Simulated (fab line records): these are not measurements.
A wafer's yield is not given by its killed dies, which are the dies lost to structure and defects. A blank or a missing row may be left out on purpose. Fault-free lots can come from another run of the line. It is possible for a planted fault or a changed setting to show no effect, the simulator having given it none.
The tool behind it: which one? -- flow nand_harc -- 12 lots with 36 wafers sampled at 5 steps, on a route of 1302 steps

WHAT THE GAUGES SHOWED, per wafer
NHARC_P_BONDPAD_CD_MEAS_13.
lot,measured,on,cd_nm (nm)
L745,day 6 19:20,cd_sem-01,504.5 500.2 501.6
L744,day 6 19:54,cd_sem-01,500.7 500.2 499.4
L751,day 9 12:29,cd_sem-01,497.1 496.4 501.9
L752,day 9 21:20,cd_sem-03,500.9 497.8 498.2
L756,day 11 19:32,cd_sem-02,501.3 502.6 502.3
L759,day 12 19:46,cd_sem-03,504.7 501.1 501.1
L760,day 13 07:28,cd_sem-02,503.8 501.5 502.5
L762,day 14 02:50,cd_sem-03,503.2 504.0 504.5
L763,day 14 17:54,cd_sem-02,501.2 500.2 502.6
L764,day 14 22:56,cd_sem-01,499.8 502.5 501.3
L765,day 15 04:53,cd_sem-02,502.8 501.1 502.3
L766,day 16 01:44,cd_sem-03,499.6 500.7 499.2

NHARC_END_SORT_01.
lot,measured,on,defect_limited_yield (%),killed_at_array,killed_at_other,killed_at_periphery,killed_dies,killed_open,killed_short
L751,day 27 11:44,prober-02,89.5 91.4 89.8,68 57 66,0 0 1,3 1 2,71 58 69,5 4 7,2 1 5
L752,day 27 11:43,prober-01,87.4 87.1 85.5,77 71 92,1 0 0,7 16 6,85 87 98,1 7 2,1 2 1
L759,day 31 20:10,prober-01,92.0 92.5 91.3,50 46 53,0 1 0,4 4 6,54 51 59,4 3 5,5 2 2
L762,day 31 18:37,prober-02,88.0 87.4 88.3,79 83 78,2 0 1,0 2 0,81 85 79,2 4 3,2 4 3

TOOL THAT RAN EACH LOT (tool first, then ch and the chambers of the sampled wafers, then the start)
lot,NHARC_P_M2_PRE_CLEAN_32,NHARC_P_BONDPAD_ETCH_37,NHARC_P_BONDPAD_ETCH_12
L745,"pecvd-02 ch 0,1, day 6 17:05","rie_diel-05 ch 0,2, day 6 19:07","rie_diel-05 ch 0,3, day 6 19:20 or earlier"
L744,"pecvd-04 ch 0,1, day 6 17:38","rie_diel-05 ch 1,2, day 6 19:40","rie_diel-05 ch 0,1,3, day 6 19:54 or earlier"
L751,"pecvd-02 ch 0,1, day 9 10:24","rie_diel-05 ch 0,2,3, day 9 12:16","rie_diel-05 ch 1,2, day 9 12:29 or earlier"
L752,"pecvd-04 ch 0,1,2, day 9 19:05","rie_diel-01 ch 0,1,2, day 9 21:07","rie_diel-01 ch 1,2,3, day 9 21:20 or earlier"
L756,"pecvd-01 ch 0,2, day 11 17:19","rie_diel-05 ch 1,2,3, day 11 19:19","rie_diel-05 ch 1,2, day 11 19:32 or earlier"
L759,"pecvd-02 ch 0,1, day 12 17:32","rie_diel-10 ch 0,3, day 12 19:32","rie_diel-10 ch 0,1, day 12 19:46 or earlier"
L760,"pecvd-01 ch 1,2, day 13 05:13","rie_diel-10 ch 0,3, day 13 07:14","rie_diel-10 ch 2,3, day 13 07:28 or earlier"
L762,"pecvd-04 ch 0,2, day 14 00:36","rie_diel-01 ch 2,3, day 14 02:36","rie_diel-01 ch 0,2, day 14 02:50 or earlier"
L763,"pecvd-02 ch 0,1,2, day 14 15:38","rie_diel-05 ch 0,1,2, day 14 17:40","rie_diel-05 ch 0,1,2, day 14 17:54 or earlier"
L764,"pecvd-01 ch 0,1, day 14 20:48","rie_diel-01 ch 1,2,3, day 14 22:42","rie_diel-01 ch 0,1,2, day 14 22:56 or earlier"
L765,"pecvd-04 ch 0,1, day 15 02:49","rie_diel-05 ch 1,2, day 15 04:40","rie_diel-05 ch 1,2, day 15 04:53 or earlier"
L766,"pecvd-02 ch 0,1,2, day 15 23:31","rie_diel-01 ch 1,2, day 16 01:31","rie_diel-01 ch 0,3, day 16 01:44 or earlier"
- NHARC_P_M2_PRE_CLEAN_32: time 12 s.
- NHARC_P_BONDPAD_ETCH_37: etches the open film in N2/H2, target depth 60 nm, overetch 18 nm, time 65.91 s.
- NHARC_P_BONDPAD_ETCH_12: etches the open film in CHF3/O2, target depth 200 nm, time 100 s.

AS READ BY THE TOOLS THEMSELVES (means over the sampled wafers that have a number; for cases with no such wafer, the mark the record gives instead)
NHARC_P_M2_PRE_CLEAN_32.
lot,tool,heater_power_w (W)
L745,pecvd-02,666
L744,pecvd-04,660
L751,pecvd-02,598
L752,pecvd-04,730
L756,pecvd-01,636
L759,pecvd-02,643
L760,pecvd-01,686
L762,pecvd-04,618
L763,pecvd-02,589
L764,pecvd-01,654
L765,pecvd-04,599
L766,pecvd-02,611

NHARC_P_BONDPAD_ETCH_37.
lot,tool,bias_w (W),drypump_motor_current_A (A),oes_product_au (a.u.),rf_vpp_V (V),showerhead_plenum_p_Torr (Torr),throttle_valve_pct (%)
L745,rie_diel-05,149.6,5.6,1.007,431.7,2.08,14.173
L744,rie_diel-05,149.7,5.1,1.003,430.3,2.02,14.167
L751,rie_diel-05,150.0,5.9,1.016,431.0,2.03,14.169
L752,rie_diel-01,149.8,5.6,0.890,433.7,2.12,14.162
L756,rie_diel-05,150.6,5.5,1.019,429.2,1.98,14.170
L759,rie_diel-10,150.2,5.6,0.998,430.2,2.02,14.168
L760,rie_diel-10,149.8,5.3,1.007,431.0,2.05,14.173
L762,rie_diel-01,149.4,5.6,1.007,429.4,2.01,14.176
L763,rie_diel-05,149.6,5.6,1.010,430.9,2.06,14.164
L764,rie_diel-01,150.2,5.7,1.007,431.6,2.09,14.165
L765,rie_diel-05,150.0,5.2,1.013,429.9,2.01,14.172
L766,rie_diel-01,149.9,6.0,1.007,433.3,2.16,14.164

NHARC_P_BONDPAD_ETCH_12.
lot,tool,bias_w (W),drypump_motor_current_A (A),oes_product_au (a.u.),rf_vpp_V (V),showerhead_plenum_p_Torr (Torr),throttle_valve_pct (%)
L745,rie_diel-05,200.3,6.3,0.934,370.9,2.43,20.568
L744,rie_diel-05,199.9,5.9,0.967,369.3,2.38,20.576
L751,rie_diel-05,199.8,5.2,0.968,370.0,2.39,20.574
L752,rie_diel-01,200.3,5.6,0.969,371.5,2.46,20.570
L756,rie_diel-05,199.6,5.2,0.988,369.8,2.37,20.580
L759,rie_diel-10,200.4,5.9,0.921,370.2,2.36,20.573
L760,rie_diel-10,200.8,5.0,0.939,372.3,2.47,20.570
L762,rie_diel-01,199.4,5.4,0.936,370.9,2.42,20.565
L763,rie_diel-05,200.3,5.6,0.931,372.1,2.42,20.579
L764,rie_diel-01,199.9,5.6,0.977,373.0,2.49,20.571
L765,rie_diel-05,200.1,5.2,0.945,370.6,2.38,20.577
L766,rie_diel-01,200.0,5.2,0.934,369.7,2.35,20.571

THE ANSWER, worked out from the rows above alone
Rule: the lots themselves supply what counts as usual. The widest of any qualifying gaps counts: lots, ordered by their means at a reading, are off when they make up no more than a third of the lots, leave a main group of 4 or more, and stand apart from it by 3 or more times the standard deviation of that group's means. The tables above print the reading to a certain number of digits; a main group whose means all agree to those digits is not used. Also off: a lot with no number at a reading for which 4 or more lots have one. The other lots that the step has rows for count as sound. Order of review: gauges by route order, followed by the tools' own readings, for which a lot's mean as printed above is used. At the first step where some lot is off, the reading lying furthest off is the one used; lots without a number count as furthest.
Off: L752, at NHARC_P_BONDPAD_ETCH_37 (oes_product_au). The main group has a mean of 1.009 a.u. with a standard deviation of 0.0056.
A tool fits if, at that step or a process step before it, it ran every lot that is off, and no sound lot after the first of them. Of those tried, none fits.

WHAT THE SIMULATOR HAD INSERTED
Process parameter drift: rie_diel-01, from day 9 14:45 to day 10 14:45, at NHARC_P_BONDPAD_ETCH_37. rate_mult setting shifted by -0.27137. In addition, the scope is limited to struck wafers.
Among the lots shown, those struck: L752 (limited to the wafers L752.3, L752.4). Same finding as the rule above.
